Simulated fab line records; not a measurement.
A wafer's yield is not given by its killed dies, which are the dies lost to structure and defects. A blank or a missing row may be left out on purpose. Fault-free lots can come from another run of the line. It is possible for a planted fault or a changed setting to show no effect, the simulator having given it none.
fab line records -- flow nand_harc
record: lots: 5, wafers: 15, last_day: 24
route steps=1159 shown P_M1@313 P_M2@318 END@1159
lots that met no fault: from a run of the same line without faults
start_h: hours from the record's opening day to when the first of the lot's shown wafers began -- wait_h: hours elapsed since this lot's preceding step -- " as in the row above -- L1.1+2: a single row standing in for several wafers -- - no value, or no start given -- * or withheld: withheld -- < > ~ a bound
route shown NAME@n: NAME is a module with steps in the file, n the number in the route of the first one -- usual: the fault-free wafers' mean and standard deviation -- same: alike in all rows -- chamber/n: place in a boat -- sites: each site's reading -- _std_site: standard deviation of those values -- _edge_site: outer sites' mean less inner sites' -- radius_mm: for every site, how far away it sits from the centre of the wafer -- mask NAME#n: copy n -- behind: tool/chamber where the wafer was last shaped -- hold: cause of the lot's hold/its duration in hours/its outcome -- device: whichever transistor did not switch (one of n, p or np) -- end of line: at the end of the route, the tests of the same wafers -- where a step has no rows: the recipe by itself -- killed: not the wafer's yield, but the dies lost to structure and defects at the first sort -- map: per-die view of a wafer (x killed, . not killed, _ where there is no die)
set.NAME: the setting that was run; set.NAME@STEP: the one run at that earlier step -- model.NAME: the simulator's own value behind a step, which no gauge read
lots at some steps of the route; a table a step, a row a wafer
services: a tool's chamber out of use, with start hour (start_h, from the record's first day; less than 0 if before it), hours out, and reason
== steps ==
step: NHARC_P_M1_SRD_25
step: NHARC_P_M1_INSPECT_27
usual: raw_defect_count: 330/120
lot.wafer,tool,chamber,start_h,wait_h,raw_defect_count
L697.1,defect_inspect-01,-,133.12,0.0,341
L697.3,defect_inspect-01,-,133.12,0.0,168
L697.4,defect_inspect-01,-,133.12,0.0,251
L695.2,defect_inspect-02,-,134.42,0.0,488
L695.5,defect_inspect-02,-,134.42,0.0,387
L695.6,defect_inspect-02,-,134.42,0.0,423
L710.2,defect_inspect-02,-,220.93,0.0,276
L710.3,defect_inspect-02,-,220.93,0.0,313
L710.6,defect_inspect-02,-,220.93,0.0,330
L712.2,defect_inspect-01,-,225.84,0.0,393
L712.4,defect_inspect-01,-,225.84,0.0,317
L712.5,defect_inspect-01,-,225.84,0.0,379
L717.3,defect_inspect-01,-,252.25,0.0,144
L717.4,defect_inspect-01,-,252.25,0.0,186
L717.5,defect_inspect-01,-,252.25,0.0,249
step: NHARC_P_M1_PRE_CLEAN_32
recipe: time_s: 12, temp_c: 370, rf_power_w: 300, gas: NH3
usual: heater_power_w: 634/110, susceptor_temp_C: 370.01/0.21
same: time_s: 12
lot.wafer,tool,chamber,start_h,wait_h,heater_power_w,susceptor_temp_C
L697.1,pecvd-01,2,133.21,0.1,422,370.16
L697.3,pecvd-01,0,133.21,0.1,677,369.80
L697.4,pecvd-01,0,133.21,0.1,673,369.93
L695.2,pecvd-04,1,134.49,0.1,846,369.81
L695.5,pecvd-04,1,134.49,0.1,857,369.64
L695.6,pecvd-04,0,134.49,0.1,730,370.33
L710.2,pecvd-03,1,220.99,0.1,530,370.23
L710.3,pecvd-03,0,220.99,0.1,702,370.04
L710.6,pecvd-03,2,220.99,0.1,701,370.23
L712.2,pecvd-03,0,225.91,0.1,632,370.15
L712.5,pecvd-03,0,225.91,0.1,626,370.15
L712.4,pecvd-03,1,225.91,0.1,597,369.51
L717.3,pecvd-04,1,252.34,0.1,796,369.63
L717.4,pecvd-04,1,252.34,0.1,781,370.10
L717.5,pecvd-04,0,252.34,0.1,729,370.17
step: NHARC_P_M1_DEP_33
recipe: target_thk_a: 300, temp_c: 370, target_thk_nm: 30, pressure_torr: 3, flow_sccm: 200, rf_w: 450, material: SiCN
usual: heater_power_w: 581/110, susceptor_temp_C: 369.97/0.22
lot.wafer,tool,chamber,start_h,wait_h,heater_power_w,susceptor_temp_C
L697.1,pecvd-01,2,133.31,0.1,428,369.66
L697.3,pecvd-01,0,133.31,0.1,722,370.38
L697.4,pecvd-01,0,133.31,0.1,712,370.08
L695.2,pecvd-04,1,134.57,0.1,768,369.56
L695.5,pecvd-04,1,134.57,0.1,772,369.93
L695.6,pecvd-04,0,134.57,0.1,552,369.89
L710.2,pecvd-03,1,221.07,0.1,471,369.92
L710.3,pecvd-03,0,221.07,0.1,619,370.04
L710.6,pecvd-03,2,221.07,0.1,532,370.36
L712.2,pecvd-03,0,225.99,0.1,658,369.98
L712.5,pecvd-03,0,225.99,0.1,672,369.54
L712.4,pecvd-03,1,225.99,0.1,517,369.82
L717.3,pecvd-04,1,252.42,0.1,781,369.70
L717.4,pecvd-04,1,252.42,0.1,781,369.70
L717.5,pecvd-04,0,252.42,0.1,722,370.20
step: NHARC_P_M2_DEP_00
recipe: target_thk_a: 1825, target_thk_nm: 182.5, temp_c: withheld, pressure_torr: 5, flow_sccm: 200, rf_w: 600, material: SiOC
step: NHARC_P_M2_DEHYDRATE_01
recipe: temp_c: 150, time_s: 120
step: NHARC_P_M2_HMDS_02
recipe: time_s: 30
step: NHARC_P_M2_COAT_34
recipe: temp_c: 200, time_s: 65
step: NHARC_P_M2_COAT_03
recipe: spin_rpm: 1500, resist_thk_nm: 90
step: NHARC_P_M2_SOFTBAKE_04
recipe: temp_c: 105, time_s: 55
step: NHARC_P_M2_EBR_05
step: NHARC_P_M2_EXPOSE_06
recipe: na: 1.35, target_cd_nm: 170, dose_mj: 80.78, mask_id: P_M2
usual: exposure_dose_mJ_cm2: 80.78/0.091, stage_vel_mm_s: 500.02/0.23
lot.wafer,tool,chamber,start_h,wait_h,mask,exposure_dose_mJ_cm2,stage_vel_mm_s
L697.1,arfi_scanner-03,0,134.38,-,P_M2#0,80.75,499.87
L697.3,arfi_scanner-03,0,134.38,-,P_M2#0,80.71,500.06
L697.4,arfi_scanner-03,0,134.38,-,P_M2#0,80.79,500.15
L695.2,arfi_scanner-03,0,135.79,-,P_M2#0,80.75,500.14
L695.5,arfi_scanner-03,0,135.79,-,P_M2#0,80.79,499.90
L695.6,arfi_scanner-03,0,135.79,-,P_M2#0,80.80,500.02
L710.2,arfi_scanner-03,0,222.19,-,P_M2#0,78.33,499.75
L710.3,arfi_scanner-03,0,222.19,-,P_M2#0,78.39,499.58
L710.6,arfi_scanner-03,0,222.19,-,P_M2#0,78.22,499.72
L712.2,arfi_scanner-02,0,227.10,-,P_M2#0,80.76,499.96
L712.4,arfi_scanner-02,0,227.10,-,P_M2#0,80.72,499.81
L712.5,arfi_scanner-02,0,227.10,-,P_M2#0,80.74,499.95
L717.3,arfi_scanner-01,0,253.58,-,P_M2#0,80.63,500.05
L717.4,arfi_scanner-01,0,253.58,-,P_M2#0,80.72,499.75
L717.5,arfi_scanner-01,0,253.58,-,P_M2#0,80.71,500.07
step: NHARC_P_M2_PEB_07
recipe: peb_temp_c: 100, peb_time_s: 65
step: NHARC_P_M2_DEVELOP_08
recipe: develop_time_s: 35, dev_temp_c: 23
step: NHARC_P_M2_CD_MEAS_09
recipe: target_cd_nm: 170, landing_energy_ev: 500
usual: cd_nm: 169.7/0.87
lot.wafer,tool,chamber,start_h,wait_h,cd_nm
L697.1,cd_sem-02,0,134.52,-,170.9
L697.3,cd_sem-02,0,134.52,-,171.1
L697.4,cd_sem-02,0,134.52,-,171.4
L695.2,cd_sem-02,0,135.92,-,169.3
L695.5,cd_sem-02,0,135.92,-,168.5
L695.6,cd_sem-02,0,135.92,-,169.6
L710.2,cd_sem-01,0,222.33,-,173.2
L710.3,cd_sem-01,0,222.33,-,176.5
L710.6,cd_sem-01,0,222.33,-,180.4
L712.2,cd_sem-02,0,227.24,-,170.5
L712.4,cd_sem-02,0,227.24,-,170.3
L712.5,cd_sem-02,0,227.24,-,171.6
L717.3,cd_sem-01,0,253.71,-,169.8
L717.4,cd_sem-01,0,253.71,-,169.2
L717.5,cd_sem-01,0,253.71,-,169.5
step: NHARC_P_M2_OVL_MEAS_10
recipe: pitch_nm: 340
usual: overlay_x_nm: 0.3/0.89, overlay_y_nm: 0.2/0.86
lot.wafer,tool,chamber,start_h,wait_h,overlay_x_nm,overlay_y_nm
L697.1,overlay-02,-,134.61,-,0.8,-0.1
L697.3,overlay-02,-,134.61,-,0.1,-0.5
L697.4,overlay-02,-,134.61,-,0.2,-0.1
L695.2,overlay-01,-,136.01,-,0.4,0.1
L695.5,overlay-01,-,136.01,-,-0.2,-0.2
L695.6,overlay-01,-,136.01,-,0.0,0.1
L710.2,overlay-01,-,222.41,-,-0.1,-0.3
L710.3,overlay-01,-,222.41,-,0.2,-0.8
L710.6,overlay-01,-,222.41,-,0.2,0.1
L712.2,overlay-02,-,227.32,-,1.2,-0.4
L712.4,overlay-02,-,227.32,-,1.6,-1.0
L712.5,overlay-02,-,227.32,-,1.0,-0.4
L717.3,overlay-01,-,253.80,-,0.1,0.5
L717.4,overlay-01,-,253.80,-,0.4,0.4
L717.5,overlay-01,-,253.80,-,0.0,0.6
step: NHARC_P_M2_INSPECT_11
usual: raw_defect_count: 4.0/2.1
lot.wafer,tool,chamber,start_h,wait_h,raw_defect_count
L697.1,defect_inspect-02,-,134.64,0.0,0
L697.3,defect_inspect-02,-,134.64,0.0,4
L697.4,defect_inspect-02,-,134.64,0.0,4
L695.2,defect_inspect-01,-,136.05,0.0,2
L695.5,defect_inspect-01,-,136.05,0.0,3
L695.6,defect_inspect-01,-,136.05,0.0,6
L710.2,defect_inspect-01,-,222.45,0.0,3
L710.3,defect_inspect-01,-,222.45,0.0,4
L710.6,defect_inspect-01,-,222.45,0.0,4
L712.2,defect_inspect-01,-,227.36,0.0,4
L712.4,defect_inspect-01,-,227.36,0.0,4
L712.5,defect_inspect-01,-,227.36,0.0,5
L717.3,defect_inspect-01,-,253.83,0.0,2
L717.4,defect_inspect-01,-,253.83,0.0,3
L717.5,defect_inspect-01,-,253.83,0.0,2
step: NHARC_P_M2_DESCUM_14
recipe: time_s: 3, o2_flow_sccm: 200, ar_flow_sccm: 0, bias_power_w: 0, chemistry: O2
usual: drypump_motor_current_A: 5.57/0.22, oes_product_au: 0.998/0.015, rf_vpp_V: 57.7/0.92, showerhead_plenum_p_Torr: 1.87/0.076, throttle_valve_pct: 11.310/0.0096
same: time_s: 3
lot.wafer,tool,chamber,start_h,wait_h,drypump_motor_current_A,oes_product_au,rf_hours_counter_h,rf_vpp_V,showerhead_plenum_p_Torr,throttle_valve_pct,model.P_M2.cd_nm
L697.3,rie_diel-03,3,134.71,0.1,5.17,1.002,25,57.6,1.85,11.305,170.7
L697.1,rie_diel-03,2,134.71,0.1,5.75,0.997,31,59.0,1.99,11.304,171
L697.4,rie_diel-03,3,134.71,0.1,5.17,0.996,-,56.4,1.85,11.304,171.3
L695.2,rie_diel-05,1,136.13,0.1,5.40,1.029,5,57.9,1.79,11.310,169.4
L695.6,rie_diel-05,2,136.13,0.1,5.74,1.011,-,57.4,1.79,11.311,169.7
L695.5,rie_diel-05,3,136.13,0.1,5.34,1.017,-,58.9,1.91,11.312,168.4
L710.2,rie_diel-05,2,222.53,0.1,5.72,1.004,2,57.6,1.79,11.304,173.5
L710.3,rie_diel-05,3,222.53,0.1,5.33,1.002,-,57.4,1.91,11.306,176.2
L710.6,rie_diel-05,2,222.53,0.1,5.73,1.010,-,56.8,1.79,11.305,181.2
L712.4,rie_diel-03,2,227.42,0.1,5.75,1.013,1,57.7,1.98,11.302,170.5
L712.2,rie_diel-03,3,227.42,0.1,5.18,0.988,1,57.9,1.84,11.317,171
L712.5,rie_diel-03,2,227.42,0.1,5.75,0.996,-,59.3,1.98,11.333,171.3
L717.4,rie_diel-05,2,253.89,0.1,5.73,1.008,3,56.3,1.79,11.305,170.1
L717.3,rie_diel-05,0,253.89,0.1,5.71,0.971,3,57.3,1.95,11.304,169.5
L717.5,rie_diel-05,3,253.89,0.1,5.36,0.991,-,58.7,1.91,11.311,168.5
step: NHARC_P_M2_ETCH_35
recipe: target_depth_a: 400, overetch_a: 120, time_s: 43.94, ion_energy_ev: 200, n2_flow_sccm: 150, h2_flow_sccm: 150, ar_flow_sccm: 0, rf_w: 400, bias_w: 150, chemistry: N2/H2
usual: drypump_motor_current_A: 5.56/0.22, oes_product_au: 0.996/0.015, rf_vpp_V: 429.6/2.4, showerhead_plenum_p_Torr: 2.00/0.081, throttle_valve_pct: 14.171/0.0092
same: time_s: 43.94
lot.wafer,tool,chamber,start_h,wait_h,drypump_motor_current_A,oes_product_au,rf_hours_counter_h,rf_vpp_V,showerhead_plenum_p_Torr,throttle_valve_pct
L697.3,rie_diel-03,3,134.81,0.1,5.17,0.985,25,430.1,1.97,14.177
L697.1,rie_diel-03,1,134.81,0.1,5.26,0.986,31,428.9,1.98,14.167
L697.4,rie_diel-03,3,134.81,0.1,5.17,0.988,-,429.7,1.97,14.184
L695.2,rie_diel-05,2,136.19,0.1,5.76,1.012,5,428.3,1.91,14.168
L695.6,rie_diel-05,2,136.19,0.1,5.75,1.000,-,429.0,1.91,14.187
L695.5,rie_diel-05,3,136.19,0.1,5.32,1.020,-,430.3,2.03,14.162
L710.2,rie_diel-05,3,222.65,0.1,5.40,0.995,2,430.6,2.03,14.175
L710.3,rie_diel-05,2,222.65,0.1,5.74,1.003,-,427.1,1.91,14.173
L710.6,rie_diel-05,2,222.65,0.1,5.77,1.002,-,426.6,1.91,14.169
L712.2,rie_diel-03,1,227.51,0.1,5.26,0.974,1,429.7,1.97,14.184
L712.4,rie_diel-03,2,227.51,0.1,5.76,1.007,1,431.2,2.12,14.168
L712.5,rie_diel-03,1,227.51,0.1,5.26,0.967,-,428.5,1.97,14.179
L717.4,rie_diel-05,2,253.99,0.1,5.73,0.996,3,426.8,1.91,14.163
L717.3,rie_diel-05,3,253.99,0.1,5.34,0.994,3,431.5,2.03,14.160
L717.5,rie_diel-05,0,253.99,0.1,5.72,0.973,-,431.5,2.08,14.173
step: NHARC_P_M2_ETCH_15
recipe: target_depth_a: 1825, time_s: 91.2, c4f8_flow_sccm: withheld, ar_flow_sccm: 400, rf_w: 600, bias_w: 300, chemistry: C4F8/Ar
usual: oes_product_au: 0.951/0.024, rf_vpp_V: 439.7/2.6
same: time_s: 91.2
lot.wafer,tool,chamber,start_h,wait_h,oes_product_au,rf_hours_counter_h,rf_vpp_V
L697.3,rie_diel-03,3,-,-,0.966,25,438.5
L697.1,rie_diel-03,2,-,-,0.968,31,442.5
L697.4,rie_diel-03,1,-,-,0.945,-,437.1
L695.2,rie_diel-05,0,-,-,0.977,5,442.8
L695.6,rie_diel-05,3,-,-,0.982,-,440.1
L695.5,rie_diel-05,0,-,-,0.976,-,441.2
L710.2,rie_diel-05,3,222.79,0.1,0.913,2,440.5
L710.3,rie_diel-05,3,222.79,0.1,0.923,-,441.1
L710.6,rie_diel-05,2,222.79,0.1,0.919,-,438.6
L712.4,rie_diel-03,3,-,-,0.954,1,438.9
L712.2,rie_diel-03,0,-,-,0.957,1,441.0
L712.5,rie_diel-03,2,-,-,0.967,-,442.2
L717.3,rie_diel-05,1,-,-,0.975,2,435.0
L717.4,rie_diel-05,2,-,-,0.960,3,435.6
L717.5,rie_diel-05,2,-,-,0.971,-,435.2
step: NHARC_P_M2_CD_MEAS_16
usual: cd_nm: 169.6/1.2
lot.wafer,tool,chamber,start_h,wait_h,cd_nm
L697.1,cd_sem-02,-,135.06,-,171.3
L697.3,cd_sem-02,-,135.06,-,170.3
L697.4,cd_sem-02,-,135.06,-,170.7
L695.2,cd_sem-03,-,136.42,-,169.3
L695.5,cd_sem-03,-,136.42,-,167.2
L695.6,cd_sem-03,-,136.42,-,169.9
L710.2,cd_sem-03,-,222.96,0.2,173.3
L710.3,cd_sem-03,-,222.96,0.2,176.3
L710.6,cd_sem-03,-,222.96,0.2,181.0
L712.2,cd_sem-01,-,227.82,-,171.7
L712.4,cd_sem-01,-,227.82,-,170.4
L712.5,cd_sem-01,-,227.82,-,171.9
L717.3,cd_sem-01,-,254.20,-,169.1
L717.4,cd_sem-01,-,254.20,-,170.4
L717.5,cd_sem-01,-,254.20,-,169.0
step: NHARC_P_M2_STRIP_18
recipe: power_w: 1000, n2_flow_sccm: 150, h2_flow_sccm: 150, ar_flow_sccm: 0, bias_w: 0, chemistry: N2/H2
usual: drypump_motor_current_A: 5.55/0.22, oes_product_au: 0.996/0.016, rf_vpp_V: 90.5/0.85, showerhead_plenum_p_Torr: 2.00/0.08, throttle_valve_pct: 14.172/0.0096
lot.wafer,tool,chamber,start_h,wait_h,drypump_motor_current_A,oes_product_au,rf_hours_counter_h,rf_vpp_V,showerhead_plenum_p_Torr,throttle_valve_pct
L697.3,rie_diel-03,2,135.14,0.1,5.75,0.990,31,90.8,2.13,14.164
L697.1,rie_diel-03,3,135.14,0.1,5.17,0.992,26,91.2,1.97,14.158
L697.4,rie_diel-03,3,135.14,0.1,5.17,0.997,-,90.4,1.97,14.178
L695.2,rie_diel-05,1,136.57,0.1,5.40,1.032,5,91.0,1.90,14.165
L695.6,rie_diel-05,2,136.57,0.1,5.77,1.014,-,89.8,1.91,14.177
L695.5,rie_diel-05,3,136.57,0.1,5.36,1.014,-,90.3,2.03,14.180
L710.2,rie_diel-05,3,223.03,0.1,5.31,1.002,2,89.9,2.03,14.171
L710.3,rie_diel-05,3,223.03,0.1,5.31,1.002,-,90.6,2.03,14.162
L710.6,rie_diel-05,2,223.03,0.1,5.73,1.005,-,91.1,1.91,14.169
L712.2,rie_diel-05,3,227.89,0.1,5.35,0.991,2,91.4,2.03,14.178
L712.5,rie_diel-05,3,227.89,0.1,5.35,0.993,-,91.1,2.03,14.163
L712.4,rie_diel-05,0,227.89,0.1,5.73,0.973,-,90.7,2.08,14.170
L717.4,rie_diel-05,2,254.30,0.1,5.75,1.000,3,89.6,1.91,14.167
L717.3,rie_diel-05,3,254.30,0.1,5.34,0.993,3,91.0,2.03,14.180
L717.5,rie_diel-05,2,254.30,0.1,5.75,1.010,-,89.4,1.91,14.153
step: NHARC_P_M2_ETCH_28
recipe: target_depth_a: 300, over_etch_frac: 0.3, time_s: 72.99, ion_energy_ev: 150, cf4_flow_sccm: 50, n2_flow_sccm: 100, ar_flow_sccm: 150, rf_w: 300, bias_w: 100, chemistry: CF4/N2
usual: drypump_motor_current_A: 5.55/0.22, oes_product_au: 0.995/0.014, rf_vpp_V: 313.4/1.8, showerhead_plenum_p_Torr: 2.57/0.096, throttle_valve_pct: 19.795/0.0092
same: time_s: 72.99
lot.wafer,tool,chamber,start_h,wait_h,drypump_motor_current_A,oes_product_au,rf_hours_counter_h,rf_vpp_V,showerhead_plenum_p_Torr,throttle_valve_pct,model.P_M2.cd_nm
L697.1,rie_diel-03,3,-,-,5.17,0.995,26,313.7,2.54,19.803,171.3
L697.3,rie_diel-03,2,-,-,5.73,1.000,31,315.5,2.73,19.791,171.5
L697.4,rie_diel-03,2,-,-,5.73,1.004,-,316.7,2.73,19.808,171
L695.2,rie_diel-05,0,-,-,5.74,1.000,5,314.0,2.67,19.782,169
L695.5,rie_diel-05,3,-,-,5.36,1.001,-,313.3,2.62,19.796,168.3
L695.6,rie_diel-05,0,-,-,5.70,0.991,-,315.3,2.67,19.787,169.6
L710.2,rie_diel-05,0,223.43,0.3,5.70,0.983,2,314.6,2.67,19.807,174.3
L710.3,rie_diel-05,2,223.43,0.3,5.77,0.995,2,311.6,2.47,19.799,177.9
L710.6,rie_diel-05,2,223.43,0.3,5.78,0.993,-,310.5,2.47,19.802,182.8
L712.2,rie_diel-05,3,-,-,5.37,0.993,2,313.9,2.62,19.802,172.4
L712.4,rie_diel-05,2,-,-,5.74,0.991,-,311.0,2.47,19.805,171.1
L712.5,rie_diel-05,3,-,-,5.33,0.987,-,315.3,2.62,19.801,172.8
L717.3,rie_diel-05,2,-,-,5.73,1.011,3,309.6,2.47,19.779,170.7
L717.4,rie_diel-05,3,-,-,5.36,0.999,3,312.7,2.62,19.793,170.7
L717.5,rie_diel-05,1,-,-,5.43,0.990,-,312.0,2.46,19.808,169.5
step: NHARC_P_M2_STRIP_19
recipe: time_s: 600, temp_c: 30, chemistry: post_etch_residue_remover
step: NHARC_END_SORT_01
recipe: temp_c: 25
usual: defect_limited_yield: 95.1/1.6, killed_at_array: 29/11, killed_at_other: 0.6/1, killed_at_periphery: 3.1/2.1, killed_dies: 33/11, killed_open: 3.1/1.9, killed_short: 1.9/1.5, sort_bin_2_pct: 1.5/0.66, sort_bin_3_pct: 0.29/0.23, sort_bin_4_pct: 3.1/0.98, sort_n_pass: 644/11, sort_rim_yield_pct: 96.9/2.3, sort_yield_pct: 95.1/1.6
same: gross_dies: 677, sort_bin_5_pct[%]: 0, sort_bin_6_pct[%]: 0, sort_bin_7_pct[%]: 0, sort_bin_8_pct[%]: 0, sort_rim_n_gross: 106.00
lot.wafer,tool,chamber,start_h,wait_h,defect_limited_yield[%],killed_at_array,killed_at_other,killed_at_periphery,killed_dies,killed_open,killed_short,sort_bin_2_pct[%],sort_bin_3_pct[%],sort_bin_4_pct[%],sort_n_pass,sort_rim_yield_pct[%],sort_yield_pct[%]
L697.1,prober-01,0,447.13,2.5,92.9,43,3,2,48,4,4,1.8,0.44,4.9,629,93.4,92.9
L697.3,prober-01,0,448.72,3.1,94.1,33,6,1,40,5,3,1.6,0.44,3.8,637,95.3,94.1
L697.4,prober-01,0,449.51,3.4,93.6,37,3,3,43,4,0,1.6,0.30,4.4,634,97.2,93.6
L710.2,prober-01,0,546.96,2.8,95.0,30,0,4,34,3,1,2.2,0.15,2.7,643,99.1,95.0
L710.3,prober-01,0,547.75,3.1,93.1,40,0,7,47,9,0,2.5,0.44,4.0,630,95.3,93.1
L710.6,prober-01,0,550.13,4.0,93.9,32,0,9,41,7,3,2.7,0.44,3.0,636,97.2,93.9
killed by level:class
L697.1 A_CHANNEL_HOLE_D1:chamber_film_flake=15 A_SLIT:chamber_film_flake=9 A_CONTACT:chamber_film_flake=8 A_M0:geometric_particle:open=3 A_CHANNEL_FILL_D1:chamber_film_flake=3 THIN_TSV:chamber_film_flake=3 A_CHANNEL_FILL_D1:geometric_particle:short=2 A_WL_FILL:geometric_particle:short=2
L697.3 A_CHANNEL_HOLE_D1:chamber_film_flake=9 A_SLIT:chamber_film_flake=8 THIN_TSV:chamber_film_flake=4 A_CONTACT:chamber_film_flake=3 A_CHANNEL_FILL_D1:chamber_film_flake=3 A_ZERO_WELL:chamber_film_flake=2 A_ONON_D1:geometric_particle:short=1 A_CONTACT:geometric_particle:open=1
L697.4 A_SLIT:chamber_film_flake=11 A_CHANNEL_HOLE_D1:chamber_film_flake=10 A_CONTACT:chamber_film_flake=7 A_CHANNEL_FILL_D1:chamber_film_flake=3 A_STAIRCASE:chamber_film_flake=3 THIN_TSV:chamber_film_flake=3 P_M0:geometric_particle:open=1 P_BONDPAD:geometric_particle:open=1
L710.2 A_CHANNEL_HOLE_D1:chamber_film_flake=22 A_STAIRCASE:chamber_film_flake=5 P_CONTACT:geometric_particle:open=1 P_M1:geometric_particle:open=1 A_SOURCE_PLATE:geometric_particle:short=1 A_BLC:geometric_particle:open=1 P_STI:chamber_film_flake=1 P_GATE:chamber_film_flake=1
L710.3 A_CHANNEL_HOLE_D1:chamber_film_flake=25 A_CONTACT:chamber_film_flake=6 A_STAIRCASE:chamber_film_flake=3 P_CONTACT:geometric_particle:open=2 P_M0:geometric_particle:open=2 A_BLC:geometric_particle:open=2 P_GATE:chamber_film_flake=2 A_SOURCE_PLATE:geometric_particle:open=1
L710.6 A_CHANNEL_HOLE_D1:chamber_film_flake=23 A_CONTACT:chamber_film_flake=3 P_CONTACT:geometric_particle:open=2 A_CONTACT:geometric_particle:open=2 A_M0:geometric_particle:open=2 P_GATE:chamber_film_flake=2 P_STI:geometric_particle:short=1 P_CONTACT:geometric_particle:short=1
== services ==
tool,chamber,start_h,hours,kind
pecvd-03,-,111.00,13.0,pm
rie_diel-05,0,118.12,-,clean
rie_diel-05,1,118.12,-,clean
rie_diel-05,2,118.12,-,clean
arfi_scanner-02,-,120.46,1.3,repair
pecvd-03,1,132.95,12.2,repair
rie_diel-03,0,133.06,6.9,repair
pecvd-03,2,136.42,11.0,repair
arfi_scanner-03,-,140.00,4.0,pm
rie_diel-05,2,147.80,9.8,repair
rie_diel-05,-,163.60,9.0,pm
arfi_scanner-03,-,180.73,0.6,repair
rie_diel-05,-,193.21,0.1,repair
arfi_scanner-01,-,196.00,4.0,pm
pecvd-04,-,196.30,13.0,pm
arfi_scanner-03,-,206.27,4.3,repair
rie_diel-03,-,215.32,9.0,pm
arfi_scanner-02,-,215.55,4.1,repair
rie_diel-05,1,217.38,12.8,repair
rie_diel-05,0,221.54,1.6,repair
rie_diel-03,0,231.06,2.7,repair
pecvd-01,-,237.34,13.0,pm
rie_diel-05,3,243.16,6.4,repair
arfi_scanner-02,-,253.09,1.4,repair
== key ==
first_sign: step: NHARC_P_M2_EXPOSE_06, reading: exposure_dose_mJ_cm2, direction: down, sigmas: 27, usual: 80.78, struck: 78.31
effect: step: NHARC_P_M2_CD_MEAS_09, reading: cd_nm, direction: up, sigmas: 8.1, usual: 169.7, struck: 176.7, through: control_loop
effect: step: NHARC_P_M2_CD_MEAS_16, reading: cd_nm, direction: up, sigmas: 6, usual: 169.6, struck: 176.9, through: control_loop
model_effect: step: NHARC_P_M2_DESCUM_14, value: P_M2.cd_nm, without: 170.2, struck: 177
model_effect: step: NHARC_P_M2_ETCH_28, value: P_M2.cd_nm, without: 171.5, struck: 178.3
met_at NHARC_P_M2_EXPOSE_06
struck_wafers L710.2,L710.3,L710.6
loop_trim: step: NHARC_P_M2_EXPOSE_06, setting: dose, lots: L710
onset_between 135.79 222.19
fault: kind: process_parameter_drift, tool: arfi_scanner-03, chamber: -, onset_h: 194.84, steps: NHARC_P_M2_EXPOSE_06, channel: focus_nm, offset: 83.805, spread_by_wafer: 0.3, shape: step, end_h: 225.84
loop_trim: a control loop set the setting to another value than it would have without faults
